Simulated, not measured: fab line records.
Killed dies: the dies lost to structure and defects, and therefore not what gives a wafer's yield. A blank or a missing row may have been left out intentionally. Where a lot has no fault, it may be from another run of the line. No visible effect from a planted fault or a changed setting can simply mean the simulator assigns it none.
Check for tools in common -- flow nand-harc -- 42 wafers sampled across 14 lots

== REASON FOR OPENING ==
Flagged at NHARC_A_ONON_D2_THK_MEAS_27: reading thk-nm, on 2 of 14 lots. Fault-free wafers read 997 nm, with a standard deviation of 9.4.
Rule: a lot is flagged when every wafer of it that has a number lies more than 4 standard deviations from that mean, or none has a number. All remaining lots are regarded as sound.

lot,measured,on,"thk-nm (nm), wafer by wafer",flag
L397,day 14 07:34,film-metro-02,1014 1014 1013,
L401,day 15 04:35,film-metro-01,996 997 997,
L400,day 15 04:36,film-metro-02,988 988 989,
L403,day 16 05:01,film-metro-01,995 994 997,
L402,day 16 05:10,film-metro-02,993 994 994,
L404,day 16 13:38,film-metro-02,1002 1003 1002,
L406,day 17 10:14,film-metro-01,995 995 996,
L407,day 18 02:21,film-metro-01,1001 1000 999,
L408,day 18 14:45,film-metro-01,994 996 996,
L412,day 20 03:50,film-metro-01,1010 1010 1008,
L413,day 20 14:56,film-metro-02,1005 1003 1006,
L415,day 21 16:43,film-metro-01,945 944 947,FLAGGED
L417,day 21 22:44,film-metro-01,947 948 945,FLAGGED
L418,day 22 12:25,film-metro-01,986 986 986,
Average over the flagged lots: 946 nm; offset from the usual -51 nm, equal to -5 standard deviations.

== WHICH TOOL EACH LOT WENT THROUGH ==
The record holds 4 process steps before the reading, out of a route of 1302 steps. Read each cell as the tool, then ch plus the chambers that the sampled wafers visited, then the start.
lot,flag,NHARC_A_CHANNEL_FILL_D1_ETCHBACK_19,NHARC_A_CHANNEL_FILL_D1_STRIP_28,NHARC_A_CHANNEL_FILL_D1_ETCHBACK_08,NHARC_A_ONON_D2_DEP_25
L397,,"rie-si-04 ch 0,2,3, day 10 21:44","rie-diel-11 ch 0,1,3, day 10 21:58","rie-diel-03 ch 0,1,3, day 14 07:04 or earlier","pecvd-onon-02 ch 0, day 14 07:04"
L401,,"rie-si-04 ch 0,2,3, day 12 04:34","rie-diel-08 ch 1,2, day 12 04:47","rie-diel-08 ch 0,2, day 15 04:05 or earlier","pecvd-onon-03 ch 0, day 15 04:05"
L400,,"rie-si-01 ch 1,2, day 12 04:34","rie-diel-11 ch 1,2,3, day 12 04:48","rie-diel-11 ch 0,3, day 15 04:09 or earlier","pecvd-onon-04 ch 0, day 15 04:09"
L403,,"rie-si-04 ch 0,1,3, day 13 05:22","rie-diel-03 ch 0,2,3, day 13 05:35","rie-diel-08 ch 1,3, day 16 04:31 or earlier","pecvd-onon-02 ch 0, day 16 04:31"
L402,,"rie-si-01 ch 0,3, day 13 01:51","rie-diel-08 ch 0,2, day 13 02:07","rie-diel-08 ch 0,2, day 16 04:39 or earlier","pecvd-onon-04 ch 0, day 16 04:39"
L404,,"rie-si-04 ch 2,3, day 13 13:52","rie-diel-08 ch 0,2,3, day 13 14:05","rie-diel-03 ch 0,1,3, day 16 13:11 or earlier","pecvd-onon-03 ch 0, day 16 13:11"
L406,,"rie-si-06 ch 0,2,3, day 14 10:07","rie-diel-03 ch 0,1,3, day 14 10:19","rie-diel-03 ch 0,1,3, day 17 09:47 or earlier","pecvd-onon-03 ch 0, day 17 09:47"
L407,,"rie-si-06 ch 0,1, day 14 22:42","rie-diel-08 ch 0,1,3, day 14 22:55","rie-diel-11 ch 1,2, day 18 01:54 or earlier","pecvd-onon-04 ch 0, day 18 01:54"
L408,,"rie-si-01 ch 0,2, day 14 22:43","rie-diel-03 ch 0,1,3, day 14 22:57","rie-diel-08 ch 0,1,3, day 18 14:18 or earlier","pecvd-onon-02 ch 0, day 18 14:18"
L412,,"rie-si-01 ch 1,2,3, day 17 02:52","rie-diel-03 ch 0,2,3, day 17 03:07","rie-diel-08 ch 1,2,3, day 20 03:20 or earlier","pecvd-onon-03 ch 0, day 20 03:20"
L413,,"rie-si-06 ch 0,1,2, day 17 14:55","rie-diel-11 ch 0,1,2, day 17 15:08","rie-diel-08 ch 0,1,3, day 20 14:29 or earlier","pecvd-onon-03 ch 0, day 20 14:29"
L415,FLAGGED,"rie-si-04 ch 2,3, day 18 15:51","rie-diel-08 ch 2,3, day 18 16:04","rie-diel-08 ch 0,1,2, day 21 16:16 or earlier","pecvd-onon-03 ch 0, day 21 16:16"
L417,FLAGGED,"rie-si-04 ch 2,3, day 18 19:26","rie-diel-03 ch 1,2, day 18 19:40","rie-diel-11 ch 0,1,2, day 21 22:14 or earlier","pecvd-onon-03 ch 0, day 21 22:14"
L418,,"rie-si-06 ch 0,3, day 19 09:04","rie-diel-03 ch 0,1,2, day 19 09:17","rie-diel-08 ch 1,2, day 22 11:55 or earlier","pecvd-onon-02 ch 0, day 22 11:55"
What is done by these steps:
- NHARC_A_CHANNEL_FILL_D1_ETCHBACK_19: etches the open film in HBr/Cl2, target depth 5 nm, time 1.7 s.
- NHARC_A_CHANNEL_FILL_D1_STRIP_28: strips in O2, time 20 s.
- NHARC_A_CHANNEL_FILL_D1_ETCHBACK_08: etches the open film in C4F8, target depth 220 nm, time 110 s.
- NHARC_A_ONON_D2_DEP_25: target thk 1000 nm.
- NHARC_A_ONON_D2_THK_MEAS_27: measures by ellipsometry.

== FLAGGED OVER TOTAL, TOOL BY TOOL (the gauges that took the reading come last) ==
step,tool,lots run,flagged,share of the flagged lots,sound lots run after its first flagged lot
NHARC_A_CHANNEL_FILL_D1_ETCHBACK_19,rie-si-01,4,0,none,-
NHARC_A_CHANNEL_FILL_D1_ETCHBACK_19,rie-si-04,6,2,all,0
NHARC_A_CHANNEL_FILL_D1_ETCHBACK_19,rie-si-06,4,0,none,-
NHARC_A_CHANNEL_FILL_D1_STRIP_28,rie-diel-03,6,1,some,1 (L418)
NHARC_A_CHANNEL_FILL_D1_STRIP_28,rie-diel-08,5,1,some,0
NHARC_A_CHANNEL_FILL_D1_STRIP_28,rie-diel-11,3,0,none,-
NHARC_A_CHANNEL_FILL_D1_ETCHBACK_08,rie-diel-03,3,0,none,-
NHARC_A_CHANNEL_FILL_D1_ETCHBACK_08,rie-diel-08,8,1,some,1 (L418)
NHARC_A_CHANNEL_FILL_D1_ETCHBACK_08,rie-diel-11,3,1,some,0
NHARC_A_ONON_D2_DEP_25,pecvd-onon-02,4,0,none,-
NHARC_A_ONON_D2_DEP_25,pecvd-onon-03,7,2,all,0
NHARC_A_ONON_D2_DEP_25,pecvd-onon-04,3,0,none,-
NHARC_A_ONON_D2_THK_MEAS_27,film-metro-01,9,2,all,1 (L418)
NHARC_A_ONON_D2_THK_MEAS_27,film-metro-02,5,0,none,-
Because NHARC_A_CHANNEL_FILL_D1_ETCHBACK_08 lacks a start for some lots, the hours and order of its lots are taken from NHARC_A_ONON_D2_DEP_25.

== THE TABLE: WHAT IT ALLOWS ==
rie-si-04 at NHARC_A_CHANNEL_FILL_D1_ETCHBACK_19, pecvd-onon-03 at NHARC_A_ONON_D2_DEP_25 and film-metro-01 at NHARC_A_ONON_D2_THK_MEAS_27: these 3 rows of the table ran every flagged lot.
- rie-si-04 at NHARC_A_CHANNEL_FILL_D1_ETCHBACK_19: 2 of its 6 lots flagged. It ran its last sound lot, L404, at day 13 13:52 and its first flagged lot, L415, at day 18 15:51: a fault with its onset between the two fits.
- pecvd-onon-03 at NHARC_A_ONON_D2_DEP_25: 2 of its 7 lots flagged. It ran its last sound lot, L413, at day 20 14:29 and its first flagged lot, L415, at day 21 16:16: a fault with its onset between the two fits.
- film-metro-01 at NHARC_A_ONON_D2_THK_MEAS_27: 2 of its 9 lots flagged. Sound lots followed the first flagged one (L418) on it, something a lasting fault affecting the whole tool could not allow.
These 2 tools cannot be told apart by counting lots, since each of them fits a fault that started at some hour. More lots, or a look at what each step does to the wafer, might.

== WHAT WAS PUT IN BY THE SIMULATOR ==
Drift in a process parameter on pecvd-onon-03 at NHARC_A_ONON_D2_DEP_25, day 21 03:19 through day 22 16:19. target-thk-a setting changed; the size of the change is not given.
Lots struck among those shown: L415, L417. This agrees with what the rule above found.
